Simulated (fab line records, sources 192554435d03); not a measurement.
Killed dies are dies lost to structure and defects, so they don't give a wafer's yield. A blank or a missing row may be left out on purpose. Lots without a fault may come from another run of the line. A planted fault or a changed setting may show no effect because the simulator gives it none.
Chamber matching | flow n5_finfet | N5_BEOL_M6_ETCH_72 on rie_diel-05: 4 sister chambers
The step etches underlayer in N2/H2, target depth 6.5 nm, time 5.2 s. 14 wafers are shown with their chamber, then 7 later ones without.

WAFERS WITH THEIR CHAMBER
wafer  | chamber | showerhead_plenum_p_Torr (Torr) | throttle_valve_pct (%) | etch_rf_on_time_s (s)
L397.1 | 2       | 2.66                            | 17.66                  | 5.33
L397.3 | 0       | 2.36                            | 18.25                  | 5.31
L397.5 | 1       | 2.49                            | 17.77                  | 5.37
L399.2 | 0       | 2.36                            | 18.27                  | 5.31
L399.3 | 2       | 2.66                            | 17.68                  | 5.34
L399.5 | 0       | 2.36                            | 18.30                  | 5.32
L398.1 | 3       | 2.62                            | 17.78                  | 4.99
L398.3 | 1       | 2.49                            | 17.78                  | 5.27
L398.6 | 0       | 2.36                            | 18.28                  | 5.28
L404.2 | 3       | 2.61                            | 17.77                  | 4.99
L404.4 | 0       | 2.35                            | 18.32                  | 5.27
L404.6 | 1       | 2.49                            | 17.81                  | 5.30
L410.3 | 0       | 2.35                            | 18.33                  | 5.35
L410.4 | 1       | 2.48                            | 17.84                  | 5.31

SIGNATURES (means of the wafers above)
reading                  | chamber 0 | chamber 1 | chamber 2 | chamber 3 | scatter within a chamber
showerhead_plenum_p_Torr | 2.3567    | 2.4875    | 2.6600    | 2.6150    | 0.00508
throttle_valve_pct       | 18.2917   | 17.8000   | 17.6700   | 17.7750   | 0.0282
etch_rf_on_time_s        | 5.3067    | 5.3125    | 5.3350    | 4.9900    | 0.0308
Rule: a wafer's distance from a chamber is the root of the sum, over the readings, of the square of ((its reading less the chamber's mean) divided by the reading's scatter). The wafer belongs to the nearest chamber; if the next one is less than 2 further off, it can't be placed. The scatter: the root of (the sum of the squares of (reading less its chamber's mean) over the shown wafers, divided by (wafers less chambers)).

WAFERS WITHOUT THEIR CHAMBER
wafer  | showerhead_plenum_p_Torr (Torr) | throttle_valve_pct (%) | etch_rf_on_time_s (s)
L410.5 | 2.48                            | 17.84                  | 5.33
L409.2 | 2.65                            | 17.70                  | 5.32
L409.4 | 2.48                            | 17.82                  | 5.37
L409.5 | 2.65                            | 17.71                  | 5.30
L417.3 | 2.34                            | 18.34                  | 5.36
L417.4 | 2.48                            | 17.87                  | 5.36
L417.5 | 2.34                            | 18.36                  | 5.29

WHICH CHAMBER EACH WENT THROUGH
wafer  | from the rows above | in truth
L410.5 | 1                   | 1
L409.2 | 2                   | 2
L409.4 | 1                   | 1
L409.5 | 2                   | 2
L417.3 | 0                   | 0
L417.4 | 1                   | 1
L417.5 | 0                   | 0
Placed correctly: 7 of 7. Can't be placed from these rows: 0. Placed wrongly: 0.
